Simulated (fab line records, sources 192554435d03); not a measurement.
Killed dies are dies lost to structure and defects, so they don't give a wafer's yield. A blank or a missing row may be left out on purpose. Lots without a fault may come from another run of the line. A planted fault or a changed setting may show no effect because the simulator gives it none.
fab line records | flow n5_finfet
record lots=5 wafers=13 last_day=17
route steps=1938 shown BEOL_M0_SAQP@686 BEOL_M0_CUTY@701 BEOL_M0@715 BEOL_M4@1111 PASSIVATION@1936
lots that met no fault: from a run of the same line without faults
start_h: hours from the record's first day to the start of the lot's first wafer shown | wait_h: hours since the lot's step before | " the same as in the row above | L1.1+2: a row that stands for several wafers | - no value, or no start given | * or withheld: withheld | < > ~ a bound
route shown NAME@n: a module of which the file shows steps, and the number in the route of the first | usual: mean/standard deviation of fault-free wafers | same: alike in all rows | chamber/n: place in a boat | sites: the reading at each site | _std_site: their standard deviation | _edge_site: outer sites' mean less inner sites' | radius_mm: how far each site lies from the wafer's centre | mask NAME#n: copy n | behind: the tool/chamber that last shaped the wafer | hold: why the lot was held/for how many hours/how that ended | device: the transistor (n, p or np) that didn't switch | end of line: the same wafers' tests at the end of the route | a step without rows: its recipe alone | killed: dies lost to structure and defects at the first sort, not the wafer's yield | map: a wafer's dies, x killed, . not, _ none there
set.NAME: the setting as run; set.NAME@STEP: as run at that earlier step | model.NAME: the simulator's own value behind a step, which no gauge read
lots at some steps of the route; a table a step, a row a wafer
services: from which hour (start_h, from the record's first day; less than 0 if before it) a tool's chamber was out of use, for how many hours, and why
## steps
# step N5_BEOL_M0_SAQP_EXPOSE_37
# recipe mask_id=M0_CUT1 na=0.33 source_shape=annular sigma_inner=0.35 sigma_outer=0.8 polarization=unpolarized target_cd_nm=30 dose_mj=44.75
# step N5_BEOL_M0_SAQP_PEB_38
# recipe peb_temp_c=100 peb_time_s=60 resist=CAR-EUV
# step N5_BEOL_M0_SAQP_DEVELOP_39
# recipe develop_time_s=30 developer=TMAH resist=CAR-EUV rinse_liquid=surfactant_rinse dry=air_spin dev_temp_c=23
# step N5_BEOL_M0_SAQP_DESCUM_45
# recipe chemistry=O2 time_s=7 source_power_w=50 bias_power_w=20 pressure_mtorr=20 rf_frequency_hz=2.712e+07 temp_c=40 resist=CAR-EUV o2_flow_sccm=225
# step N5_BEOL_M0_SAQP_ETCH_88
# recipe chemistry=N2/H2 target=underlayer target_depth_a=65 time_s=5.2 ion_energy_ev=200 mask_material=CAR-EUV pressure_mtorr=30 source_w=840 bias_w=150 n2_flow_sccm=200 h2_flow_sccm=200 ends=cleared
# step N5_BEOL_M0_SAQP_ETCH_73
# recipe chemistry=CF4 target=SiARC target_depth_a=195 mask_material=CAR-EUV time_s=32.5 ion_energy_ev=80 pressure_mtorr=40 source_w=545 bias_w=36 Ar_flow_sccm=100 cf4_flow_sccm=100 ends=cleared
# step N5_BEOL_M0_SAQP_CUT_ETCH_46
# recipe chemistry=N2/H2 target=SOC target_depth_a=1350 overetch_a=270 temp_c=40 time_s=202.5 ion_energy_ev=200 mask_material=SiARC pressure_mtorr=30 source_w=840 bias_w=150 n2_flow_sccm=200 h2_flow_sccm=200
# step N5_BEOL_M0_SAQP_STRIP_74
# recipe chemistry=N2/H2 temp_c=40 n2_flow_sccm=200 h2_flow_sccm=200 rf_frequency_hz=6e+07
# step N5_BEOL_M0_SAQP_STRIP_89
# recipe chemistry=N2/H2 temp_c=40 n2_flow_sccm=200 h2_flow_sccm=200 rf_frequency_hz=6e+07
# step N5_BEOL_M0_SAQP_ALD_48
# recipe material=SiO2 target_thk_a=200 temp_c=100 ald_precursor_family=BDEAS ald_co_reactant=O2-plasma pulse_time_s=1 co_reactant_pulse_time_s=1 purge_time_s=2 co_reactant_purge_time_s=2 ald_cycles=139 pressure_torr=2
# usual ald_cycles=139/0 chamber_pressure_Torr=2.000/0.0045 heater_power_w=81/7 precursor_pulse_height_rel=0.998/0.021
# columns lot.wafer tool chamber start_h wait_h ald_cycles chamber_pressure_Torr heater_power_w precursor_pulse_height_rel model.SiO2_of_BEOL_M0_SAQP_ALD_48.thk_nm
L626.2 ald_sin-03 3 162.46 0.2 251 2.000 82 0.973 36
L626.3 " 1 " " 251 1.997 85 1.013 36
L626.6 " 3 " " 139 1.999 83 0.988 20
L629.1 ald_sin-03 3 187.37 0.0 139 1.999 83 0.990 19.8
L629.3 " 2 " " 251 2.014 81 1.015 36
L630.2 ald_sin-03 2 190.46 0.9 251 2.005 81 0.996 36
L630.3 " 3 " " 251 2.000 83 0.977 36
L635.2 ald_sin-04 3 218.26 0.0 139 1.997 73 1.001 20
L635.5 " 3 " " 139 1.989 74 0.998 20
L635.6 " 0 " " 139 2.004 77 0.991 20
L640.3 ald_sin-03 1 243.35 0.0 139 1.999 87 0.979 20
L640.5 " 0 " " 139 1.998 91 1.008 20.2
L640.6 " 1 " " 139 2.003 85 0.991 20
# step N5_BEOL_M0_SAQP_ETCH_49
# recipe chemistry=CF4/O2 target_depth_a=370 target=SiO2 pressure_mtorr=40 source_w=535 bias_w=49 Ar_flow_sccm=100 cf4_flow_sccm=100 O2_flow_sccm=10 ion_energy_ev=100
# step N5_BEOL_M0_SAQP_STRIP_75
# recipe chemistry=CF4 resist=SiARC power_w=300 bias_power_w=75 pressure_mtorr=50 cf4_flow_sccm=150 rf_frequency_hz=6e+07
# step N5_BEOL_M0_CUTY_COAT_50
# recipe resist=SiARC temp_c=220 time_s=60 spin_rpm=1500 resist_thk_nm=15
# step N5_BEOL_M0_CUTY_COAT_51
# recipe resist=CAR-ArF-block spin_rpm=1500 resist_thk_nm=150
# step N5_BEOL_M0_CUTY_EBR_52
# recipe solvent=PGMEA ebr_width_mm=1.5
# step N5_BEOL_M0_CUTY_SOFTBAKE_53
# recipe temp_c=110 time_s=60 resist=CAR-ArF-block
# step N5_BEOL_M0_CUTY_EXPOSE_54
# recipe mask_id=M0_ABLK na=1.35 source_shape=conventional sigma_outer=0.8 polarization=unpolarized dose_mj=36
# step N5_BEOL_M0_CUTY_PEB_55
# recipe peb_temp_c=110 peb_time_s=60 resist=CAR-ArF-block
# step N5_BEOL_M0_CUTY_DEVELOP_56
# recipe develop_time_s=30 developer=TMAH resist=CAR-ArF-block rinse_liquid=diw dry=air_spin dev_temp_c=23
# step N5_BEOL_M0_CUTY_DESCUM_61
# recipe chemistry=O2 time_s=7.9 source_power_w=50 bias_power_w=20 pressure_mtorr=20 rf_frequency_hz=2.712e+07 temp_c=40 resist=CAR-ArF-block o2_flow_sccm=225
# step N5_BEOL_M0_CUTY_ETCH_62
# recipe chemistry=CF4 target=SiARC mask_material=CAR-ArF-block time_s=58.5 ion_energy_ev=80 pressure_mtorr=40 source_w=545 bias_w=36 Ar_flow_sccm=100 cf4_flow_sccm=100 ends=cleared
# step N5_BEOL_M0_CUTY_ETCH_63
# recipe chemistry=N2/H2 target=SOC target_depth_a=827 overetch_a=165 mask_material=SiARC temp_c=40 ion_energy_ev=200 time_s=124 pressure_mtorr=30 source_w=840 bias_w=150 n2_flow_sccm=200 h2_flow_sccm=200
# step N5_BEOL_M0_CUTY_STRIP_64
# recipe chemistry=N2/H2 temp_c=40 n2_flow_sccm=200 h2_flow_sccm=200 rf_frequency_hz=6e+07
# step N5_BEOL_M0_ETCH_138
# recipe chemistry=CH3F/O2 target_depth_a=120 target=SiCN time_s=31.6 ion_energy_ev=120 pressure_mtorr=30 source_w=395 bias_w=75 Ar_flow_sccm=150 CH3F_flow_sccm=30 O2_flow_sccm=20 ends=cleared
# step N5_BEOL_M0_HM_OPEN_105
# recipe chemistry=Cl2/BCl3 target_depth_a=120 target=TiN ion_energy_ev=150 pressure_mtorr=10 icp_w=1000 bias_w=126 Cl2_flow_sccm=53.25 bcl3_flow_sccm=21.75 Ar_flow_sccm=25
# step N5_BEOL_M0_STRIP_140
# recipe chemistry=CF4 resist=SiARC power_w=300 bias_power_w=75 pressure_mtorr=50 cf4_flow_sccm=150 rf_frequency_hz=6e+07
# usual drypump_motor_current_A=5.5/0.37 oes_product_au=0.77/0.079 power_w=299.9/0.88 rf_vpp_V=271.0/1.9 showerhead_plenum_p_Torr=1.79/0.066 throttle_valve_pct=13.58/0.19
# columns lot.wafer tool chamber start_h wait_h drypump_motor_current_A oes_product_au power_w rf_hours_counter_h rf_vpp_V showerhead_plenum_p_Torr throttle_valve_pct model.SiO2_of_BEOL_M0_SAQP_ALD_48.thk_nm
L626.2 rie_diel-05 1 164.05 0.1 5.5 0.74 297.9 186 268.9 1.72 13.76 20.8
L626.3 " 2 " " 5.9 0.71 298.9 191 271.8 1.86 13.60 20.4
L626.6 " 0 " " 5.0 0.79 300.0 - 270.4 1.83 13.30 11.8
L629.1 rie_diel-02 3 190.55 0.1 5.4 0.87 300.4 39 271.4 1.85 13.53 10.4
L629.3 " 1 " " 4.9 0.85 299.6 36 269.6 1.84 13.28 19.6
L630.2 rie_diel-02 1 192.34 0.1 5.0 0.86 300.3 36 272.2 1.84 13.27 20.4
L630.3 " 0 " " 5.7 0.70 299.0 203 271.3 1.70 13.66 21
L635.2 rie_diel-05 3 221.33 0.4 5.7 0.85 299.4 32 273.9 1.90 13.36 11.2
L635.5 " 3 " " 5.7 0.86 298.9 - 271.3 1.90 13.38 11.4
L635.6 " 1 " " 5.5 0.72 301.0 - 268.4 1.72 13.76 11.2
L640.3 rie_diel-05 1 245.48 0.4 5.5 0.72 299.9 211 267.4 1.72 13.78 11.6
L640.5 " 0 " " 4.9 0.77 300.5 - 271.0 1.82 13.34 11.8
L640.6 " 3 " " 5.7 0.84 299.7 - 273.1 1.89 13.41 11.4
# step N5_BEOL_M0_STRIP_104
# recipe chemistry=N2/H2 power_w=450 temp_c=40 pressure_mtorr=20 rf_frequency_hz=6e+07 overash_fraction=0.3 bias_power_w=7 h2_frac=0.5 n2_flow_sccm=200 h2_flow_sccm=200
# step N5_BEOL_M4_RC_MEAS_101
# usual DIBL_N=36.9/1.7 DIBL_P=36.7/2.1 IOFF_N=0.17/0.032 IOFF_P=0.22/0.036 ION_N=674/12 ION_P=461/7 SS_N=71.7/0.6 SS_P=73.4/0.67 VT_N=249/3.1 VT_P=-250/3.2
# columns lot.wafer tool chamber start_h wait_h DIBL_N[mV/V] DIBL_P[mV/V] IOFF_N[nA/um] IOFF_P[nA/um] ION_N[uA/um] ION_P[uA/um] SS_N[mV/dec] SS_P[mV/dec] VT_N[mV] VT_P[mV]
L626.2 prober-01 0 212.40 0.2 37.4 34.8 0.16 0.19 681 459 71.8 73.3 248 -255
L626.3 " 0 " " 39.1 36.3 0.20 0.21 665 450 72.1 72.6 245 -253
L626.6 " 0 " " 39.6 37.8 0.21 0.24 694 464 71.9 73.6 245 -252
L629.1 prober-01 0 231.77 0.0 38.4 37.2 0.21 0.25 687 464 72.9 73.5 247 -246
L629.3 " 0 " " 37.7 35.6 0.18 0.23 672 462 72.1 72.9 251 -247
L630.2 prober-01 0 241.02 0.2 34.9 36.7 0.14 0.21 677 466 70.8 73.7 253 -249
L630.3 " 0 " " 35.9 36.4 0.16 0.22 668 464 71.4 73.7 249 -249
L635.2 prober-02 0 271.08 0.2 35.3 34.8 0.14 0.19 665 458 70.8 73.2 250 -250
L635.5 " 0 " " 36.7 36.5 0.16 0.22 675 468 71.8 73.4 249 -251
L635.6 " 0 " " 36.5 36.3 0.16 0.21 666 462 71.2 73.2 251 -251
L640.3 prober-02 0 295.51 0.3 40.0 40.8 0.26 0.32 698 473 73.2 75.6 244 -245
L640.5 " 0 " " 38.0 38.5 0.20 0.27 691 468 72.0 73.5 250 -246
L640.6 " 0 " " 37.7 38.6 0.20 0.28 682 466 71.4 74.5 247 -246
# step N5_PASSIVATION_PROBE_49
# usual defect_limited_yield=91.7/1.5 killed_at_M0_to_M3=32/9.6 killed_at_M4_up=13/5.3 killed_at_contacts=12/6.8 killed_at_front_end=36/9.8 killed_at_other=4/3.1 killed_dies=98/17 killed_open=65/13 killed_short=32/8.5 sort_bin_5_function=4.9/0.93 sort_bin_6_memory=3.2/0.67 sort_bin_8_speed=0.00/0.02 sort_n_pass=1082/17 sort_yield_pct=91.7/1.4
# same gross_dies=1180 killed_at_back_side=0 sort_bin_4_leakage[%]=0
# columns lot.wafer tool chamber start_h wait_h defect_limited_yield[%] killed_at_M0_to_M3 killed_at_M4_up killed_at_contacts killed_at_front_end killed_at_other killed_dies killed_open killed_short sort_bin_5_function[%] sort_bin_6_memory[%] sort_bin_8_speed[%] sort_n_pass sort_yield_pct[%]
L626.6 prober-02 - 310.13 0.3 90.6 32 20 21 35 3 111 78 33 6.1 3.1 0 1069 90.6
# killed by level:class
L626.6 MOL_CONTACT_COAG:geometric_particle:open=17 STI_FIN_REVEAL:geometric_particle:open=16 BEOL_M4:geometric_particle:open=9 BEOL_M0_SAQP:geometric_particle:short=6 BEOL_M1:geometric_particle:open=6 STARTING-WAFER:geometric_particle:open=6 MOL_CONTACT_COAG:geometric_particle:short=4 BEOL_M2:geometric_particle:open=4
## services
# columns tool chamber start_h hours kind
rie_diel-02 1 169.13 2.1 repair
ald_sin-04 - 177.36 14.0 pm
ald_sin-04 0 177.36 14.0 vent_cycle
ald_sin-04 1 177.36 14.0 vent_cycle
ald_sin-04 2 177.36 14.0 vent_cycle
ald_sin-04 3 177.36 14.0 vent_cycle
ald_sin-04 0 191.36 - clean
ald_sin-04 1 191.36 - clean
ald_sin-04 2 191.36 - clean
ald_sin-04 3 191.36 - clean
ald_sin-04 - 203.79 6.0 pm
rie_diel-05 0 213.96 11.5 repair
rie_diel-05 - 227.23 15.6 pm
## key
first_sign step=N5_BEOL_M0_SAQP_ALD_48 reading=ald_cycles direction=up sigmas=99+ usual=* struck=*
effect none on later readings
model_effect step=N5_BEOL_M0_SAQP_ALD_48 value=SiO2_of_BEOL_M0_SAQP_ALD_48.thk_nm without=19.88 struck=36
model_effect step=N5_BEOL_M0_STRIP_140 value=SiO2_of_BEOL_M0_SAQP_ALD_48.thk_nm without=11.4 struck=20.44
met_at N5_BEOL_M0_SAQP_ALD_48
struck_wafers L626.2,L626.3,L629.3,L630.2,L630.3
fault kind=process_parameter_drift tool=ald_sin-03 chamber=- onset_h=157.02 steps=N5_BEOL_M0_SAQP_ALD_48 channel=ald_cycles offset=* shape=step end_h=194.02 scope=struck_wafers_only acts_in=* stated=*
